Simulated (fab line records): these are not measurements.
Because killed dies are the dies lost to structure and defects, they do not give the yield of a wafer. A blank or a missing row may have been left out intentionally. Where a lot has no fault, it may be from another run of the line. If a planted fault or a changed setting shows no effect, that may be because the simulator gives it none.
What tool caused it? || flow nand-harc || Sampling: 14 lots, 42 wafers, 5 of 1302 route steps

## WHAT THE GAUGES SHOWED, per wafer
NHARC_A_BONDPAD_CD_MEAS_09: target cd 500 nm. Usual: 500.7 nm for cd-nm, sd 2.3.
{"lot": "L675", "measured": "day 23 04:06", "on": "cd-sem-03", "cd-nm (nm)": "505.3 499.7 499.9", "flag": ""}
{"lot": "L676", "measured": "day 23 11:42", "on": "cd-sem-03", "cd-nm (nm)": "501.8 503.2 502.8", "flag": ""}
{"lot": "L678", "measured": "day 24 07:16", "on": "cd-sem-03", "cd-nm (nm)": "503.9 500.8 499.7", "flag": ""}
{"lot": "L679", "measured": "day 24 09:48", "on": "cd-sem-03", "cd-nm (nm)": "501.0 502.4 500.5", "flag": ""}
{"lot": "L681", "measured": "day 25 11:49", "on": "cd-sem-03", "cd-nm (nm)": "503.4 499.0 502.3", "flag": ""}
{"lot": "L684", "measured": "day 26 07:16", "on": "cd-sem-03", "cd-nm (nm)": "503.8 499.2 499.8", "flag": ""}
{"lot": "L682", "measured": "day 26 08:28", "on": "cd-sem-03", "cd-nm (nm)": "502.0 497.2 499.5", "flag": ""}
{"lot": "L691", "measured": "day 30 04:16", "on": "cd-sem-02", "cd-nm (nm)": "496.7 496.8 496.2", "flag": ""}
{"lot": "L692", "measured": "day 30 07:44", "on": "cd-sem-01", "cd-nm (nm)": "504.1 501.8 503.8", "flag": ""}
{"lot": "L694", "measured": "day 30 23:17", "on": "cd-sem-02", "cd-nm (nm)": "501.4 500.1 500.8", "flag": ""}
{"lot": "L693", "measured": "day 31 00:22", "on": "cd-sem-03", "cd-nm (nm)": "500.7 500.5 503.8", "flag": ""}
{"lot": "L696", "measured": "day 31 15:36", "on": "cd-sem-02", "cd-nm (nm)": "497.1 498.1 498.1", "flag": ""}
{"lot": "L697", "measured": "day 32 04:44", "on": "cd-sem-01", "cd-nm (nm)": "496.1 497.5 499.7", "flag": ""}
{"lot": "L698", "measured": "day 32 19:01", "on": "cd-sem-03", "cd-nm (nm)": "495.5 500.2 495.7", "flag": ""}

NHARC_A_BONDPAD_OVL_MEAS_35. Usual: overlay-x-nm 0 nm, standard deviation 4; overlay-y-nm 2 nm, standard deviation 5.2.
{"lot": "L675", "measured": "day 23 04:11", "on": "overlay-01", "overlay-x-nm (nm)": "2 2 1", "overlay-y-nm (nm)": "7 8 7", "flag": ""}
{"lot": "L676", "measured": "day 23 11:47", "on": "overlay-01", "overlay-x-nm (nm)": "-1 0 -1", "overlay-y-nm (nm)": "-1 -1 -2", "flag": ""}
{"lot": "L678", "measured": "day 24 07:22", "on": "overlay-02", "overlay-x-nm (nm)": "2 1 2", "overlay-y-nm (nm)": "5 5 5", "flag": ""}
{"lot": "L679", "measured": "day 24 09:53", "on": "overlay-01", "overlay-x-nm (nm)": "0 1 1", "overlay-y-nm (nm)": "-5 -5 -5", "flag": ""}
{"lot": "L681", "measured": "day 25 11:53", "on": "overlay-01", "overlay-x-nm (nm)": "5 4 4", "overlay-y-nm (nm)": "-6 -6 -5", "flag": ""}
{"lot": "L684", "measured": "day 26 07:22", "on": "overlay-01", "overlay-x-nm (nm)": "0 0 0", "overlay-y-nm (nm)": "-2 -2 -2", "flag": ""}
{"lot": "L682", "measured": "day 26 08:34", "on": "overlay-01", "overlay-x-nm (nm)": "-4 -4 -4", "overlay-y-nm (nm)": "3 3 3", "flag": ""}
{"lot": "L691", "measured": "day 30 04:21", "on": "overlay-01", "overlay-x-nm (nm)": "0 0 -1", "overlay-y-nm (nm)": "0 0 -1", "flag": ""}
{"lot": "L692", "measured": "day 30 07:50", "on": "overlay-02", "overlay-x-nm (nm)": "10 9 9", "overlay-y-nm (nm)": "9 8 8", "flag": ""}
{"lot": "L694", "measured": "day 30 23:22", "on": "overlay-01", "overlay-x-nm (nm)": "2 2 2", "overlay-y-nm (nm)": "-2 -2 -2", "flag": ""}
{"lot": "L693", "measured": "day 31 00:26", "on": "overlay-01", "overlay-x-nm (nm)": "2 1 2", "overlay-y-nm (nm)": "-2 -2 -2", "flag": ""}
{"lot": "L696", "measured": "day 31 15:41", "on": "overlay-02", "overlay-x-nm (nm)": "-2 -1 -1", "overlay-y-nm (nm)": "8 8 7", "flag": ""}
{"lot": "L697", "measured": "day 32 04:50", "on": "overlay-02", "overlay-x-nm (nm)": "1 0 1", "overlay-y-nm (nm)": "-3 -3 -3", "flag": ""}
{"lot": "L698", "measured": "day 32 19:07", "on": "overlay-01", "overlay-x-nm (nm)": "-11 -10 -11", "overlay-y-nm (nm)": "5 4 4", "flag": ""}

NHARC_THIN_TSV_THK_MEAS_02: measures by ir. Usual: 3030 nm for thk-nm, sd 200.
{"lot": "L675", "measured": "day 23 16:46", "on": "film-metro-01", "thk-nm (nm)": "3248 2954 2944", "flag": ""}
{"lot": "L676", "measured": "day 24 01:47", "on": "film-metro-01", "thk-nm (nm)": "2886 3286 3006", "flag": ""}
{"lot": "L678", "measured": "day 24 22:23", "on": "film-metro-02", "thk-nm (nm)": "3194 3184 2994", "flag": ""}
{"lot": "L679", "measured": "day 24 21:11", "on": "film-metro-01", "thk-nm (nm)": "3031 2977 2693", "flag": ""}
{"lot": "L681", "measured": "day 25 23:44", "on": "film-metro-01", "thk-nm (nm)": "2939 2765 2608", "flag": ""}
{"lot": "L684", "measured": "day 26 23:53", "on": "film-metro-02", "thk-nm (nm)": "2856 2920 2946", "flag": ""}
{"lot": "L682", "measured": "day 27 01:05", "on": "film-metro-01", "thk-nm (nm)": "2911 2835 3133", "flag": ""}
{"lot": "L691", "measured": "day 30 20:59", "on": "film-metro-02", "thk-nm (nm)": "6027 5900 6128", "flag": "OFF"}
{"lot": "L692", "measured": "day 30 22:11", "on": "film-metro-01", "thk-nm (nm)": "6086 6219 6216", "flag": "OFF"}
{"lot": "L694", "measured": "day 31 13:02", "on": "film-metro-02", "thk-nm (nm)": "3039 2981 2947", "flag": ""}
{"lot": "L693", "measured": "day 31 14:14", "on": "film-metro-02", "thk-nm (nm)": "3008 2738 3213", "flag": ""}
{"lot": "L696", "measured": "day 32 11:55", "on": "film-metro-02", "thk-nm (nm)": "3212 2837 3076", "flag": ""}
{"lot": "L697", "measured": "day 32 19:07", "on": "film-metro-02", "thk-nm (nm)": "3316 3104 3072", "flag": ""}
{"lot": "L698", "measured": "day 33 09:45", "on": "film-metro-02", "thk-nm (nm)": "3302 2963 3243", "flag": ""}

## EACH LOT AND THE TOOL THAT RAN IT (in order: tool; ch and the chambers of the sampled wafers; start)
{"lot": "L675", "NHARC_A_BONDPAD_PRE_CLEAN_26": "pvd-sputter-01, day 23 16:31 or earlier", "NHARC_THIN_TSV_CMP_01": "cmp-01 ch 0,2,3, day 23 16:31"}
{"lot": "L676", "NHARC_A_BONDPAD_PRE_CLEAN_26": "pvd-sputter-01, day 24 01:31 or earlier", "NHARC_THIN_TSV_CMP_01": "cmp-04 ch 0,2,3, day 24 01:31"}
{"lot": "L678", "NHARC_A_BONDPAD_PRE_CLEAN_26": "pvd-sputter-02, day 24 22:11 or earlier", "NHARC_THIN_TSV_CMP_01": "cmp-04 ch 0,1,3, day 24 22:11"}
{"lot": "L679", "NHARC_A_BONDPAD_PRE_CLEAN_26": "pvd-sputter-01, day 24 20:55 or earlier", "NHARC_THIN_TSV_CMP_01": "cmp-04 ch 0,1,2, day 24 20:55"}
{"lot": "L681", "NHARC_A_BONDPAD_PRE_CLEAN_26": "pvd-sputter-03, day 25 23:29 or earlier", "NHARC_THIN_TSV_CMP_01": "cmp-04 ch 0,2, day 25 23:29"}
{"lot": "L684", "NHARC_A_BONDPAD_PRE_CLEAN_26": "pvd-sputter-02, day 26 23:38 or earlier", "NHARC_THIN_TSV_CMP_01": "cmp-04 ch 0,1,3, day 26 23:38"}
{"lot": "L682", "NHARC_A_BONDPAD_PRE_CLEAN_26": "pvd-sputter-03, day 27 00:49 or earlier", "NHARC_THIN_TSV_CMP_01": "cmp-01 ch 0,3, day 27 00:49"}
{"lot": "L691", "NHARC_A_BONDPAD_PRE_CLEAN_26": "pvd-sputter-03, day 30 20:43 or earlier", "NHARC_THIN_TSV_CMP_01": "cmp-02 ch 0,1,2, day 30 20:43"}
{"lot": "L692", "NHARC_A_BONDPAD_PRE_CLEAN_26": "pvd-sputter-02, day 30 21:55 or earlier", "NHARC_THIN_TSV_CMP_01": "cmp-01 ch 0,2,3, day 30 21:55"}
{"lot": "L694", "NHARC_A_BONDPAD_PRE_CLEAN_26": "pvd-sputter-02, day 31 12:46 or earlier", "NHARC_THIN_TSV_CMP_01": "cmp-02 ch 0,1, day 31 12:46"}
{"lot": "L693", "NHARC_A_BONDPAD_PRE_CLEAN_26": "pvd-sputter-03, day 31 13:59 or earlier", "NHARC_THIN_TSV_CMP_01": "cmp-02 ch 1,3, day 31 13:59"}
{"lot": "L696", "NHARC_A_BONDPAD_PRE_CLEAN_26": "pvd-sputter-03, day 32 11:39 or earlier", "NHARC_THIN_TSV_CMP_01": "cmp-04 ch 1,2, day 32 11:39"}
{"lot": "L697", "NHARC_A_BONDPAD_PRE_CLEAN_26": "pvd-sputter-03, day 32 18:52 or earlier", "NHARC_THIN_TSV_CMP_01": "cmp-04 ch 1,2, day 32 18:52"}
{"lot": "L698", "NHARC_A_BONDPAD_PRE_CLEAN_26": "pvd-sputter-03, day 33 09:29 or earlier", "NHARC_THIN_TSV_CMP_01": "cmp-04 ch 0,1,2, day 33 09:29"}
- NHARC_A_BONDPAD_PRE_CLEAN_26: time 30 s.
- NHARC_THIN_TSV_CMP_01: polishes.

## WHAT THE TOOLS THEMSELVES READ (means of the sampled wafers that have a number; where no wafer has one, the mark that the record gives instead)
NHARC_A_BONDPAD_PRE_CLEAN_26. Usual: 404 W for heater-power-w, sd 38.
{"lot": "L675", "tool": "pvd-sputter-01", "heater-power-w (W)": 380, "flag": ""}
{"lot": "L676", "tool": "pvd-sputter-01", "heater-power-w (W)": 376, "flag": ""}
{"lot": "L678", "tool": "pvd-sputter-02", "heater-power-w (W)": 402, "flag": ""}
{"lot": "L679", "tool": "pvd-sputter-01", "heater-power-w (W)": 403, "flag": ""}
{"lot": "L681", "tool": "pvd-sputter-03", "heater-power-w (W)": 422, "flag": ""}
{"lot": "L684", "tool": "pvd-sputter-02", "heater-power-w (W)": 442, "flag": ""}
{"lot": "L682", "tool": "pvd-sputter-03", "heater-power-w (W)": 432, "flag": ""}
{"lot": "L691", "tool": "pvd-sputter-03", "heater-power-w (W)": 405, "flag": ""}
{"lot": "L692", "tool": "pvd-sputter-02", "heater-power-w (W)": 388, "flag": ""}
{"lot": "L694", "tool": "pvd-sputter-02", "heater-power-w (W)": 435, "flag": ""}
{"lot": "L693", "tool": "pvd-sputter-03", "heater-power-w (W)": 417, "flag": ""}
{"lot": "L696", "tool": "pvd-sputter-03", "heater-power-w (W)": 403, "flag": ""}
{"lot": "L697", "tool": "pvd-sputter-03", "heater-power-w (W)": 431, "flag": ""}
{"lot": "L698", "tool": "pvd-sputter-03", "heater-power-w (W)": 435, "flag": ""}

NHARC_THIN_TSV_CMP_01. Usual: edge-zone-pressure-frac 0.999, standard deviation 0.0049; motor-current-A 12.4 A, standard deviation 1.1; pad-life-wafers 228, standard deviation 120; slurry-filter-dp-kPa 13.49 kPa, standard deviation 0.14.
{"lot": "L675", "tool": "cmp-01", "edge-zone-pressure-frac": 0.993, "motor-current-A (A)": 12.4, "pad-life-wafers": 272, "slurry-filter-dp-kPa (kPa)": 13.66, "flag": ""}
{"lot": "L676", "tool": "cmp-04", "edge-zone-pressure-frac": 1.000, "motor-current-A (A)": 12.5, "pad-life-wafers": 193, "slurry-filter-dp-kPa (kPa)": 13.46, "flag": ""}
{"lot": "L678", "tool": "cmp-04", "edge-zone-pressure-frac": 0.995, "motor-current-A (A)": 12.1, "pad-life-wafers": 266, "slurry-filter-dp-kPa (kPa)": 13.48, "flag": ""}
{"lot": "L679", "tool": "cmp-04", "edge-zone-pressure-frac": 0.996, "motor-current-A (A)": 12.6, "pad-life-wafers": 259, "slurry-filter-dp-kPa (kPa)": 13.43, "flag": ""}
{"lot": "L681", "tool": "cmp-04", "edge-zone-pressure-frac": 1.002, "motor-current-A (A)": 12.3, "pad-life-wafers": 409, "slurry-filter-dp-kPa (kPa)": 13.50, "flag": ""}
{"lot": "L684", "tool": "cmp-04", "edge-zone-pressure-frac": 0.996, "motor-current-A (A)": 12.2, "pad-life-wafers": 80, "slurry-filter-dp-kPa (kPa)": 13.44, "flag": ""}
{"lot": "L682", "tool": "cmp-01", "edge-zone-pressure-frac": 0.999, "motor-current-A (A)": 12.3, "pad-life-wafers": 258, "slurry-filter-dp-kPa (kPa)": 13.49, "flag": ""}
{"lot": "L691", "tool": "cmp-02", "edge-zone-pressure-frac": "-", "motor-current-A (A)": "-", "pad-life-wafers": "-", "slurry-filter-dp-kPa (kPa)": "-", "flag": "OFF"}
{"lot": "L692", "tool": "cmp-01", "edge-zone-pressure-frac": "-", "motor-current-A (A)": "-", "pad-life-wafers": "-", "slurry-filter-dp-kPa (kPa)": "-", "flag": "OFF"}
{"lot": "L694", "tool": "cmp-02", "edge-zone-pressure-frac": 1.003, "motor-current-A (A)": 12.9, "pad-life-wafers": 8, "slurry-filter-dp-kPa (kPa)": 13.48, "flag": ""}
{"lot": "L693", "tool": "cmp-02", "edge-zone-pressure-frac": 1.004, "motor-current-A (A)": 12.2, "pad-life-wafers": 14, "slurry-filter-dp-kPa (kPa)": 13.42, "flag": ""}
{"lot": "L696", "tool": "cmp-04", "edge-zone-pressure-frac": 1.003, "motor-current-A (A)": 12.9, "pad-life-wafers": 234, "slurry-filter-dp-kPa (kPa)": 13.37, "flag": ""}
{"lot": "L697", "tool": "cmp-04", "edge-zone-pressure-frac": 1.004, "motor-current-A (A)": 13.3, "pad-life-wafers": 272, "slurry-filter-dp-kPa (kPa)": 13.49, "flag": ""}
{"lot": "L698", "tool": "cmp-04", "edge-zone-pressure-frac": 0.994, "motor-current-A (A)": 13.0, "pad-life-wafers": 331, "slurry-filter-dp-kPa (kPa)": 13.35, "flag": ""}

## THE ANSWER, worked out from the rows above alone
Rule: lot off if the mean of its wafers having a number is beyond 3 standard deviations from the usual mean. A lot without any number at a reading at which 4 lots or more have one is off too. Where the step has rows for the other lots, those lots are counted as sound. The gauges are gone through in route order, then the tools' own readings, and for those a lot's mean is taken as printed above. At the first step where some lot is off, the reading lying furthest off is the one used; lots without a number count as furthest.
Off, at NHARC_THIN_TSV_THK_MEAS_02 on thk-nm: L691, L692.
If a tool, at a process step before that reading, ran all the lots that are off and no sound lot after the first of them, it fits. Not tried: the gauges at NHARC_THIN_TSV_THK_MEAS_02; whatever is off there is also off at NHARC_THIN_TSV_CMP_01, on other tools, and gauge error can't account for it. NHARC_A_BONDPAD_PRE_CLEAN_26 gives no start for some lots, so the hours and the order of its lots are those of NHARC_THIN_TSV_CMP_01. No candidate that was tried fits.

## WHAT HAD BEEN PUT IN BY THE SIMULATOR
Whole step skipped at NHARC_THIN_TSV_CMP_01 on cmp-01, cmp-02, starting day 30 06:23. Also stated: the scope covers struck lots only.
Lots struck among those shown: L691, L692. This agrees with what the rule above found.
